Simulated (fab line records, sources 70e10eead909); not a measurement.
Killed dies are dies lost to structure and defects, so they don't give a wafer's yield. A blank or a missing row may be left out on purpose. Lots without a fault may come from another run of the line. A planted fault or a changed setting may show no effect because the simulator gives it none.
fab line records | flow nand_harc | part 2 of 2: steps 4 to 6 of 6
record lots=24 wafers=72 last_day=24
route steps=1159 shown A_STAIRCASE@726 A_SLIT@796 A_CONTACT@861
lots that met no fault: from a run of the same line without faults
start_h: hours from the record's first day to the start of the lot's first wafer shown | wait_h: hours since the lot's step before | " the same as in the row above | L1.1+2: a row that stands for several wafers | - no value, or no start given | * or withheld: withheld | < > ~ a bound
route shown NAME@n: a module of which the file shows steps, and the number in the route of the first | usual: mean/standard deviation of fault-free wafers | same: alike in all rows | chamber/n: place in a boat | sites: the reading at each site | _std_site: their standard deviation | _edge_site: outer sites' mean less inner sites' | radius_mm: how far each site lies from the wafer's centre | mask NAME#n: copy n | behind: the tool/chamber that last shaped the wafer | hold: why the lot was held/for how many hours/how that ended | device: the transistor (n, p or np) that didn't switch | end of line: the same wafers' tests at the end of the route | a step without rows: its recipe alone | killed: dies lost to structure and defects at the first sort, not the wafer's yield | map: a wafer's dies, x killed, . not, _ none there
set.NAME: the setting as run; set.NAME@STEP: as run at that earlier step | model.NAME: the simulator's own value behind a step, which no gauge read
steps of the route over a sample of lots; a table a step, a row a wafer
services: from which hour (start_h, from the record's first day; less than 0 if before it) a tool's chamber was out of use, for how many hours, and why
## steps
# step NHARC_A_CONTACT_ETCH_51
# recipe target_depth_a=36000 over_etch_frac=0.3 time_s=936 ion_energy_ev=150 o2_flow_sccm=400 cos_flow_sccm=20 ar_flow_sccm=0 rf_w=500 bias_w=300 chemistry=O2/COS
# usual cos_flow_sccm=20.02/0.054 drypump_motor_current_A=5.5/0.52 oes_product_au=1.001/0.009 rf_vpp_V=313.9/1.5 showerhead_plenum_p_Torr=3.10/0.083 throttle_valve_pct=28.331/0.0089
# columns lot.wafer tool chamber start_h wait_h cos_flow_sccm drypump_motor_current_A oes_product_au rf_hours_counter_h rf_vpp_V showerhead_plenum_p_Torr throttle_valve_pct
L074.2 rie_diel-02 1 - - 20.00 5.3 0.995 6 313.8 3.08 28.348
L074.3 " 3 " " 19.97 5.7 0.999 5 313.2 3.02 28.326
L074.1 " 0 " " 20.06 4.7 1.001 5 317.6 3.21 28.319
L077.2 rie_diel-02 2 - - 20.06 5.4 1.019 6 312.5 3.08 28.336
L077.3 " 3 " " 20.06 5.7 0.994 6 312.6 3.02 28.316
L077.5 " 3 " " 20.07 5.7 0.992 - 312.5 3.02 28.350
L075.3 rie_diel-02 0 - - 19.99 4.7 1.002 7 314.3 3.21 28.335
L075.2 " 3 " " 20.01 5.7 0.984 7 312.7 3.02 28.334
L075.5 " 1 " " 20.00 5.3 0.996 - 312.3 3.08 28.320
L076.3 rie_diel-02 2 - - 20.08 5.3 1.018 9 314.5 3.08 28.328
L076.2 " 3 " " 20.08 5.7 0.989 8 311.0 3.02 28.331
L076.1 " 0 " " 20.04 4.7 0.998 9 316.0 3.21 28.321
L078.2 rie_diel-02 2 - - 19.95 5.4 1.021 12 313.6 3.08 28.314
L078.4 " 1 " " 20.08 5.4 1.008 13 312.5 3.07 28.325
L078.5 " 2 " " 20.06 5.4 1.016 - 313.0 3.08 28.329
L080.2 rie_diel-02 2 - - 19.98 5.3 1.006 13 313.4 3.08 28.324
L080.1 " 0 " " 20.01 4.7 0.988 13 315.8 3.20 28.320
L080.4 " 1 " " 19.98 5.4 0.996 14 312.8 3.07 28.330
L079.2 rie_diel-02 2 - - 19.99 5.3 1.016 14 312.7 3.08 28.337
L079.6 " 0 " " 19.99 4.7 0.993 - 315.7 3.20 28.328
L079.5 " 1 " " 19.98 5.3 0.994 - 313.3 3.07 28.313
L081.3 rie_diel-02 3 - - 20.03 5.7 0.988 15 312.8 3.01 28.327
L081.6 " 3 " " 20.01 5.7 0.979 - 312.8 3.01 28.340
L081.5 " 0 " " 20.02 4.7 0.989 - 315.4 3.20 28.327
L082.4 rie_diel-02 2 - - 20.05 5.4 1.000 18 315.6 3.07 28.330
L082.1 " 3 " " 20.05 5.7 0.997 18 313.0 3.01 28.330
L082.5 " 2 " " 20.10 5.4 1.018 - 313.0 3.08 28.339
L083.1 rie_diel-02 1 - - 19.95 5.4 1.010 19 314.1 3.07 28.326
L083.5 " 1 " " 19.95 5.3 1.005 - 313.9 3.07 28.327
L083.6 " 2 " " 19.92 5.4 1.006 - 312.5 3.07 28.320
L087.3 rie_diel-02 3 - - 19.97 5.7 0.994 20 311.1 3.01 28.335
L087.6 " 3 " " 20.00 5.7 0.992 - 313.3 3.01 28.325
L087.5 " 2 " " 20.12 5.4 1.021 - 313.0 3.07 28.337
L084.4 rie_diel-03 3 - - 20.10 6.7 1.000 14 312.0 3.06 28.336
L084.5 " 3 " " 20.09 6.8 0.999 - 314.4 3.06 28.332
L084.6 " 0 " " 19.87 5.6 1.014 - 315.2 3.22 28.334
L086.1 rie_diel-02 2 - - 20.05 5.3 1.011 23 311.9 3.07 28.309
L086.3 " 3 " " 20.11 5.7 0.993 23 312.2 3.01 28.340
L086.2 " 0 " " 20.02 4.7 0.997 22 314.8 3.20 28.320
L085.3 rie_diel-11 0 - - 19.99 6.1 0.997 27 313.2 3.04 28.319
L085.2 " 2 " " 19.98 5.6 0.995 28 309.8 2.92 28.345
L085.5 " 3 " " 19.91 5.4 1.003 - 311.0 2.98 28.340
L088.3 rie_diel-02 0 - - 19.94 4.7 0.981 26 314.6 3.20 28.339
L088.5 " 0 " " 19.97 4.7 0.990 - 315.1 3.20 28.351
L088.6 " 1 " " 19.93 5.3 0.989 - 313.1 3.07 28.334
L089.3 rie_diel-11 1 - - 20.04 6.4 0.996 34 315.8 3.17 28.340
L089.2 " 2 " " 20.08 5.6 0.998 36 310.7 2.92 28.320
L089.5 " 1 " " 20.04 6.4 0.996 - 315.2 3.17 28.327
L092.1 rie_diel-02 2 - - 19.97 5.4 1.004 27 314.4 3.07 28.342
L092.4 " 0 " " 19.98 4.7 0.999 27 313.8 3.20 28.328
L092.2 " 1 " " 20.05 5.3 0.999 23 314.9 3.07 28.336
L093.3 rie_diel-03 3 - - 19.97 6.8 1.004 30 312.8 3.05 28.324
L093.1 " 0 " " 20.06 5.6 1.006 27 316.7 3.22 28.331
L093.6 " 2 " " 20.08 5.7 1.002 - 316.1 3.25 28.335
L090.4 rie_diel-03 3 - - 20.10 6.8 1.003 32 312.2 3.05 28.337
L090.1 " 1 " " 19.96 4.9 1.001 18 314.3 3.18 28.346
L090.5 " 3 " " 19.99 6.8 1.001 - 313.0 3.05 28.334
L091.3 rie_diel-02 2 - - 19.95 5.4 1.014 29 313.3 3.07 28.329
L091.4 " 3 " " 20.07 5.7 0.990 28 310.8 3.01 28.333
L091.1 " 0 " " 20.05 4.7 1.002 28 315.1 3.20 28.328
L094.2 rie_diel-03 3 - - 20.02 6.7 1.008 37 312.4 3.05 28.316
L094.4 " 1 " " 20.04 4.9 1.001 24 315.2 3.18 28.327
L094.3 " 2 " " 19.99 5.6 1.015 37 317.2 3.25 28.345
L096.1 rie_diel-02 0 - - 19.99 4.7 1.013 32 314.9 3.19 28.322
L096.5 " 1 " " 19.99 5.3 1.005 - 314.1 3.07 28.331
L096.6 " 2 " " 20.06 5.4 1.000 - 312.2 3.07 28.327
L095.3 rie_diel-03 3 - - 20.10 6.8 1.010 41 314.3 3.05 28.321
L095.5 " 1 " " 20.08 4.9 1.005 - 315.6 3.18 28.334
L095.6 " 2 " " 20.11 5.6 0.998 - 315.8 3.25 28.333
L097.3 rie_diel-03 2 - - 19.99 5.7 1.002 42 316.3 3.25 28.318
L097.2 " 0 " " 20.00 5.6 1.000 41 316.8 3.21 28.345
L097.1 " 1 " " 19.93 4.9 1.008 30 314.4 3.18 28.332
# step NHARC_A_CONTACT_ETCH_111
# recipe source_w=withheld pressure_mtorr=20 bias_v=withheld time_s=140 target_depth_a=7000 ar_flow_sccm=withheld c4f8_flow_sccm=withheld o2_flow_sccm=withheld chemistry=C4F8/O2/Ar
# columns lot.wafer tool chamber start_h wait_h rf_hours_counter_h
L074.2 har_cap_etch-02 1 368.18 - 7
L074.1 " 0 " " 7
L074.3 " 0 " " -
L077.2 har_cap_etch-03 1 371.96 - 78
L077.3 " 1 " " -
L077.5 " 1 " " -
L075.2 har_cap_etch-03 0 376.67 - 79
L075.3 " 1 " " -
L075.5 " 0 " " -
L076.1 har_cap_etch-02 0 379.39 - 9
L076.2 " 1 " " 9
L076.3 " 0 " " -
L078.2 har_cap_etch-03 0 395.83 - 84
L078.4 " 1 " " -
L078.5 " 0 " " -
L080.2 har_cap_etch-02 1 399.52 - 12
L080.1 " 0 " " 12
L080.4 " 1 " " -
L079.2 har_cap_etch-03 0 401.71 - 85
L079.5 " 0 " " -
L079.6 " 1 " " -
L081.3 har_cap_etch-01 1 407.87 - -
L081.6 " 1 " " -
L081.5 " 0 " " -
L082.1 har_cap_etch-03 1 424.06 - 89
L082.4 " 1 " " -
L082.5 " 1 " " -
L083.1 har_cap_etch-01 0 427.46 - 66
L083.6 " 0 " " -
L083.5 " 1 " " -
L087.3 har_cap_etch-03 0 432.16 - -
L087.6 " 1 " " -
L087.5 " 0 " " -
L084.4 har_cap_etch-01 1 432.90 - -
L084.6 " 1 " " -
L084.5 " 0 " " -
L086.1 har_cap_etch-02 0 439.91 - 20
L086.2 " 1 " " 20
L086.3 " 1 " " -
L085.2 har_cap_etch-01 1 441.96 - 69
L085.3 " 1 " " -
L085.5 " 0 " " -
L088.3 har_cap_etch-02 0 463.43 - -
L088.6 " 0 " " -
L088.5 " 1 " " -
L089.2 har_cap_etch-01 0 463.99 - 73
L089.3 " 1 " " -
L089.5 " 0 " " -
L092.2 har_cap_etch-03 0 468.17 - 95
L092.1 " 1 " " 95
L092.4 " 0 " " -
L093.1 har_cap_etch-02 1 470.59 - 25
L093.3 " 1 " " -
L093.6 " 0 " " -
L090.1 har_cap_etch-02 0 475.09 - 27
L090.4 " 1 " " -
L090.5 " 0 " " -
L091.1 har_cap_etch-01 0 480.01 - 76
L091.4 " 1 " " -
L091.3 " 0 " " -
L094.2 har_cap_etch-01 0 494.65 - 78
L094.4 " 0 " " -
L094.3 " 1 " " -
L096.1 har_cap_etch-01 0 503.24 - 80
L096.5 " 0 " " -
L096.6 " 1 " " -
L095.3 har_cap_etch-03 0 503.76 - -
L095.5 " 1 " " -
L095.6 " 0 " " -
L097.2 har_cap_etch-01 0 509.18 - 81
L097.1 " 1 " " 81
L097.3 " 0 " " -
# step NHARC_A_CONTACT_ETCH_126
# recipe source_w=withheld pressure_mtorr=20 bias_v=1200 time_s=155 target_depth_a=9560 ar_flow_sccm=withheld c4f8_flow_sccm=withheld o2_flow_sccm=withheld chemistry=C4F8/O2/Ar
# columns lot.wafer tool chamber start_h wait_h rf_hours_counter_h
L074.2 har_cap_etch-02 0 376.06 0.2 8
L074.1 " 1 " " 8
L074.3 " 0 " " -
L077.2 har_cap_etch-01 0 379.21 0.1 58
L077.3 " 0 " " -
L077.5 " 1 " " -
L075.2 har_cap_etch-03 0 384.35 0.2 81
L075.3 " 0 " " -
L075.5 " 1 " " -
L076.2 har_cap_etch-01 0 387.08 0.1 60
L076.1 " 1 " " 60
L076.3 " 0 " " -
L078.2 har_cap_etch-02 1 403.56 0.1 14
L078.4 " 1 " " -
L078.5 " 1 " " -
L080.1 har_cap_etch-02 0 408.42 0.1 15
L080.2 " 1 " " 15
L080.4 " 1 " " -
L079.2 har_cap_etch-03 0 409.06 0.1 87
L079.5 " 1 " " -
L079.6 " 0 " " -
L081.3 har_cap_etch-03 1 415.83 0.1 -
L081.5 " 1 " " -
L081.6 " 0 " " -
L082.1 har_cap_etch-02 0 431.32 0.1 18
L082.4 " 0 " " -
L082.5 " 0 " " -
L083.1 har_cap_etch-02 0 435.10 0.1 19
L083.6 " 1 " " -
L083.5 " 0 " " -
L087.3 har_cap_etch-01 1 439.46 0.1 -
L087.5 " 1 " " -
L087.6 " 0 " " -
L084.4 har_cap_etch-02 1 443.32 0.1 -
L084.5 " 1 " " -
L084.6 " 0 " " -
L086.1 har_cap_etch-01 0 448.31 0.1 71
L086.2 " 1 " " 71
L086.3 " 1 " " -
L085.2 har_cap_etch-02 0 449.13 0.1 23
L085.3 " 0 " " -
L085.5 " 1 " " -
L088.3 har_cap_etch-01 1 471.46 0.1 -
L088.6 " 1 " " -
L088.5 " 0 " " -
L089.2 har_cap_etch-03 1 471.93 0.2 96
L089.3 " 0 " " -
L089.5 " 1 " " -
L092.1 har_cap_etch-01 1 476.44 0.1 75
L092.2 " 0 " " 75
L092.4 " 1 " " -
L093.1 har_cap_etch-03 1 477.78 0.2 98
L093.3 " 1 " " -
L093.6 " 0 " " -
L090.1 har_cap_etch-03 1 482.50 0.2 99
L090.4 " 0 " " -
L090.5 " 1 " " -
L091.1 har_cap_etch-03 1 491.24 0.1 100
L091.4 " 1 " " -
L091.3 " 0 " " -
L094.2 har_cap_etch-02 0 501.96 0.1 31
L094.3 " 1 " " -
L094.4 " 0 " " -
L096.1 har_cap_etch-02 0 511.50 0.1 33
L096.6 " 1 " " -
L096.5 " 0 " " -
L095.3 har_cap_etch-01 1 512.64 0.1 -
L095.6 " 1 " " -
L095.5 " 0 " " -
L097.2 har_cap_etch-03 0 516.49 0.1 105
L097.1 " 1 " " 105
L097.3 " 0 " " -
## services
# columns tool chamber start_h hours kind
rie_diel-03 2 288.86 36.9 repair
rie_diel-03 0 298.11 - clean
rie_diel-03 1 298.11 - clean
rie_diel-03 1 298.74 9.8 repair
har_cap_etch-02 - 305.00 17.0 pm
har_etch-01 - 305.00 17.0 pm
rie_diel-03 0 305.88 5.3 repair
rie_diel-02 - 323.64 2.7 repair
rie_diel-02 - 326.81 2.4 repair
rie_diel-11 - 346.13 0.5 repair
rie_diel-03 1 350.16 4.0 repair
rie_diel-11 - 355.38 0.4 repair
rie_diel-11 1 361.75 2.5 repair
rie_diel-11 - 366.50 9.0 pm
rie_diel-03 - 392.47 9.0 pm
rie_diel-07 - 405.35 9.0 pm
rie_diel-02 - 406.24 0.3 repair
har_cap_etch-03 - 407.80 0.5 repair
rie_diel-02 1 428.88 15.5 repair
rie_diel-07 3 437.54 1.3 repair
rie_diel-11 2 473.71 9.0 repair
rie_diel-07 2 485.03 5.6 repair
rie_diel-11 3 504.03 5.2 repair
rie_diel-02 - 506.18 9.0 pm
